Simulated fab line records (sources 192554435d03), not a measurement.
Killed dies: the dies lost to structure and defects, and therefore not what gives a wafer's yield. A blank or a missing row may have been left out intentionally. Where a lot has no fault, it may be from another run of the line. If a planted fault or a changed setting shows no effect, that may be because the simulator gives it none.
Which tool is to blame? | flow n5-finfet | 28 wafers from 10 lots sampled at 5 of the route's 1938 steps

WHAT EACH GAUGE READ, for each wafer
N5_BEOL_M13_INSPECT_55: inspects for defects (darkfield).
lot  | measured     | on                | raw-defect-count
L947 | day 11 12:38 | defect-inspect-02 | 116 37 72
L951 | day 12 18:14 | defect-inspect-01 | 41 52 50
L953 | day 13 17:11 | defect-inspect-02 | 77 105 66
L952 | day 13 17:54 | defect-inspect-02 | 38 45 86
L959 | day 14 21:40 | defect-inspect-01 | 99 81
L957 | day 14 22:52 | defect-inspect-01 | 52 72
L962 | day 15 18:33 | defect-inspect-01 | 67 54 59
L961 | day 15 21:29 | defect-inspect-01 | 74 71 61
L966 | day 17 05:58 | defect-inspect-02 | 50 61 78
L967 | day 17 20:52 | defect-inspect-02 | 85 75 54

N5_BEOL_M14_THK_MEAS_01.
lot  | measured     | on            | M14_ILD_THK (nm)
L947 | day 11 12:56 | film-metro-01 | 1100 1111 1119
L951 | day 12 18:28 | film-metro-01 | 1094 1123 1097
L953 | day 13 17:25 | film-metro-02 | 1097 1095 1125
L952 | day 13 18:07 | film-metro-02 | 1106 1118 1127
L959 | day 14 21:53 | film-metro-01 | 1114 991
L957 | day 14 23:06 | film-metro-02 | 1081 991
L962 | day 15 18:47 | film-metro-02 | 1089 1125 1130
L961 | day 15 21:43 | film-metro-01 | 1080 1074 977
L966 | day 17 06:12 | film-metro-02 | 1094 1118 1115
L967 | day 17 21:05 | film-metro-01 | 1110 1108 1105

WHICH TOOL RAN EACH LOT (tool, then ch and the chambers of the sampled wafers, then the start)
lot  | N5_BEOL_M13_ETCH_68                | N5_BEOL_M13_SPUTTER_44       | N5_BEOL_M14_ILD_DEP_00
L947 | rie-diel-03 ch 1,2,3, day 11 07:25 | pvd-sputter-01, day 11 10:57 | pecvd-01 ch 0,2, day 11 12:40
L951 | rie-diel-03 ch 0,1,2, day 12 15:04 | pvd-sputter-03, day 12 17:08 | pecvd-04 ch 0,2, day 12 18:17
L953 | rie-diel-06 ch 0,1,2, day 13 13:10 | pvd-sputter-01, day 13 15:43 | pecvd-03 ch 0,1, day 13 17:13
L952 | rie-diel-03 ch 0,1, day 13 13:28   | pvd-sputter-01, day 13 16:14 | pecvd-01 ch 0,2, day 13 17:56
L959 | rie-diel-06 ch 0,2, day 14 17:29   | pvd-sputter-03, day 14 20:33 | pecvd-01 ch 2, day 14 21:42
L957 | rie-diel-03 ch 0,1, day 14 18:10   | pvd-sputter-02, day 14 21:46 | pecvd-01 ch 1,2, day 14 22:55
L962 | rie-diel-01 ch 1,2, day 15 16:31   | pvd-sputter-02, day 15 17:26 | pecvd-04 ch 0,1,2, day 15 18:35
L961 | rie-diel-03 ch 1,3, day 15 16:50   | pvd-sputter-02, day 15 20:23 | pecvd-01 ch 0,1, day 15 21:32
L966 | rie-diel-03 ch 0,1, day 16 21:29   | pvd-sputter-01, day 17 04:51 | pecvd-04 ch 1,2, day 17 06:01
L967 | rie-diel-06 ch 0,1,3, day 17 17:10 | pvd-sputter-01, day 17 19:42 | pecvd-03 ch 1,2, day 17 20:54
- N5_BEOL_M13_ETCH_68: etches SOC in N2/H2, time 355 s.
- N5_BEOL_M13_SPUTTER_44: material Ta, target thk 10 nm, time 16.13 s.
- N5_BEOL_M14_ILD_DEP_00: deposits SiO2 from TEOS/O2, target thk 1119.3 nm, time 237.4 s.

AS READ BY THE TOOLS THEMSELVES (means over the sampled wafers that have a number; for cases with no such wafer, the mark the record gives instead)
N5_BEOL_M13_ETCH_68.
lot  | tool        | drypump-motor-current-A (A) | h2-flow-sccm (sccm) | oes-product-au (a.u.) | rf-vpp-V (V) | showerhead-plenum-p-Torr (Torr) | throttle-valve-pct (%)
L947 | rie-diel-03 | 5.9                         | 199.1               | 0.85                  | 524.5        | 2.57                            | 17.70
L951 | rie-diel-03 | 6.3                         | 199.7               | 0.91                  | 524.0        | 2.56                            | 17.55
L953 | rie-diel-06 | 5.4                         | 199.9               | 0.76                  | 521.4        | 2.46                            | 17.68
L952 | rie-diel-03 | 6.2                         | 199.8               | 0.89                  | 524.8        | 2.60                            | 17.58
L959 | rie-diel-06 | 5.6                         | 199.9               | 0.78                  | 520.8        | 2.43                            | 17.69
L957 | rie-diel-03 | 6.1                         | 200.9               | 0.87                  | 525.4        | 2.59                            | 17.61
L962 | rie-diel-01 | 5.3                         | 199.5               | 0.70                  | 525.2        | 2.58                            | 17.82
L961 | rie-diel-03 | 5.6                         | 200.2               | 0.88                  | 525.6        | 2.59                            | 17.67
L966 | rie-diel-03 | 6.0                         | 200.3               | 0.86                  | 525.0        | 2.59                            | 17.65
L967 | rie-diel-06 | 5.7                         | 199.6               | 0.79                  | 523.2        | 2.50                            | 17.67

N5_BEOL_M13_SPUTTER_44.
lot  | tool           | bias-v (V) | susceptor-temp-C (C) | throttle-valve-pct (%)
L947 | pvd-sputter-01 | 81.1       | 50.00                | 30.2
L951 | pvd-sputter-03 | 79.9       | 49.93                | 29.5
L953 | pvd-sputter-01 | 79.5       | 50.01                | 30.3
L952 | pvd-sputter-01 | 80.0       | 50.11                | 30.3
L959 | pvd-sputter-03 | 80.9       | 49.97                | 30.8
L957 | pvd-sputter-02 | 80.2       | 50.16                | 31.0
L962 | pvd-sputter-02 | 80.4       | 50.01                | 30.4
L961 | pvd-sputter-02 | 79.7       | 50.05                | 30.4
L966 | pvd-sputter-01 | 79.6       | 50.00                | 30.9
L967 | pvd-sputter-01 | 79.6       | 49.94                | 30.3

N5_BEOL_M14_ILD_DEP_00.
lot  | tool     | heater-power-w (W) | run-length-s (s) | showerhead-plenum-p-Torr (Torr) | showerhead-vpp-V (V) | susceptor-temp-C (C) | throttle-valve-pct (%)
L947 | pecvd-01 | 586                | 281.1            | 8.334                           | 1841                 | 399.84               | 19.0
L951 | pecvd-04 | 546                | 280.6            | 8.356                           | 1873                 | 399.95               | 18.9
L953 | pecvd-03 | 604                | 279.9            | 8.311                           | 1760                 | 399.61               | 18.6
L952 | pecvd-01 | 600                | 280.8            | 8.329                           | 1844                 | 400.06               | 18.8
L959 | pecvd-01 | 607                | 266.9            | 8.316                           | 1850                 | 400.11               | 19.1
L957 | pecvd-01 | 557                | 267.4            | 8.343                           | 1841                 | 400.20               | 18.2
L962 | pecvd-04 | 429                | 280.9            | 8.329                           | 1898                 | 400.05               | 18.6
L961 | pecvd-01 | 483                | 271.5            | 8.356                           | 1807                 | 400.12               | 18.2
L966 | pecvd-04 | 430                | 280.6            | 8.342                           | 1875                 | 400.04               | 17.7
L967 | pecvd-03 | 545                | 280.3            | 8.331                           | 1711                 | 399.84               | 18.2

THE ANSWER, worked out from the rows above alone
Rule: usual is defined by the lots themselves. The widest of any qualifying gaps counts: lots, ordered by their means at a reading, are off when they make up no more than a third of the lots, leave a main group of 4 or more, and stand apart from it by 3 or more times the standard deviation of that group's means. If all means in a main group match to the digits the tables above print for the reading, that group is not used. A lot without any number at a reading at which 4 lots or more have one is off too. The other lots that the step has rows for count as sound. First the gauges in route order, then the tools' own readings, where a lot's mean is used as printed above. The first step at which some lot is off is used, and at that step the reading that is off furthest; a lot without a number counts as furthest.
Off: L959, L957, L961, seen at N5_BEOL_M14_THK_MEAS_01 (M14_ILD_THK). The main group: mean 1110 nm, standard deviation 4.2.
If a tool, at a process step before that reading, ran all the lots that are off and no sound lot after the first of them, it fits. Not tried: the gauges at N5_BEOL_M14_THK_MEAS_01; whatever is off there is also off at N5_BEOL_M14_ILD_DEP_00, on other tools, and gauge error can't account for it. One fits: pecvd-01 at N5_BEOL_M14_ILD_DEP_00. Its last sound lot is L952 (day 13 17:56), its first lot that is off L959 (day 14 21:42): a fault that began between those two fits.
On the lots that are off, the tool's own readings at N5_BEOL_M14_ILD_DEP_00 differ by more than 5 times the standard deviation of the sound lots' means, which bears it out; run-length-s reads 268.6 s there versus 280.6 s on the sound lots.

WHAT HAD BEEN PUT IN BY THE SIMULATOR
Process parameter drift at N5_BEOL_M14_ILD_DEP_00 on pecvd-01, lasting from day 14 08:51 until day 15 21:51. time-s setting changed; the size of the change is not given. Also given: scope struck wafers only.
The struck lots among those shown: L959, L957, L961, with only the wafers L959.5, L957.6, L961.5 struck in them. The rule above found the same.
